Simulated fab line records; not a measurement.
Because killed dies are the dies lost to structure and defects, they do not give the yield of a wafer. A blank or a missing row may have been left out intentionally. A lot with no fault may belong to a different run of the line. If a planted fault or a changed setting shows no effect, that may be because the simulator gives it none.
Matching of chambers :: flow n5_finfet :: N5_BEOL_M8_ETCH_62 on rie_diel-03 has 4 sister chambers
The step etches SOC in N2/H2, target depth 110 nm, overetch 22 nm, time 165 s. 4 wafers are shown with their chamber, then 11 later ones without.

## EACH WAFER AND ITS CHAMBER
wafer: L083.1
chamber: 2
showerhead_plenum_p_Torr (Torr): 2.44

wafer: L083.4
chamber: 3
showerhead_plenum_p_Torr (Torr): 2.66

wafer: L088.2
chamber: 1
showerhead_plenum_p_Torr (Torr): 2.66

wafer: L087.1
chamber: 0
showerhead_plenum_p_Torr (Torr): 2.44

## WAFERS WITHOUT THEIR CHAMBER
wafer: L087.5
showerhead_plenum_p_Torr (Torr): 2.66

wafer: L087.6
showerhead_plenum_p_Torr (Torr): 2.44

wafer: L089.1
showerhead_plenum_p_Torr (Torr): 2.66

wafer: L089.3
showerhead_plenum_p_Torr (Torr): 2.66

wafer: L089.4
showerhead_plenum_p_Torr (Torr): 2.44

wafer: L096.1
showerhead_plenum_p_Torr (Torr): 2.66

wafer: L096.5
showerhead_plenum_p_Torr (Torr): 2.43

wafer: L096.6
showerhead_plenum_p_Torr (Torr): 2.65

wafer: L097.1
showerhead_plenum_p_Torr (Torr): 2.65

wafer: L097.3
showerhead_plenum_p_Torr (Torr): 2.65

wafer: L097.5
showerhead_plenum_p_Torr (Torr): 2.65

## CHAMBER TAKEN BY EACH
wafer: L087.5
from the rows above: can't be placed: 1 or 3
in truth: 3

wafer: L087.6
from the rows above: can't be placed: 0 or 2
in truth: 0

wafer: L089.1
from the rows above: can't be placed: 1 or 3
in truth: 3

wafer: L089.3
from the rows above: can't be placed: 1 or 3
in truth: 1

wafer: L089.4
from the rows above: can't be placed: 0 or 2
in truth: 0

wafer: L096.1
from the rows above: can't be placed: 1 or 3
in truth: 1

wafer: L096.5
from the rows above: can't be placed: 0 or 2
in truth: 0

wafer: L096.6
from the rows above: can't be placed: 1 or 3
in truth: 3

wafer: L097.1
from the rows above: can't be placed: 1 or 3
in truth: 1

wafer: L097.3
from the rows above: can't be placed: 1 or 3
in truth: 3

wafer: L097.5
from the rows above: can't be placed: 1 or 3
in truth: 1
0 of 11 placed correctly. Unplaceable from these rows: 11, with the true chamber sitting among the candidates in 11. 0 placed wrongly.
How it was worked out, from the rows above alone: a wafer's distance from a chamber is the root of the sum, over the readings, of the square of ((its reading less the chamber's mean) divided by the reading's scatter). The wafer belongs to the nearest chamber; if the next one is less than 2 further off, it can't be placed. The mean given for a chamber averages the wafers shown for that chamber. The scatter: root of mean squared gap, hidden wafer to nearest shown wafer, with one shown wafer a chamber.
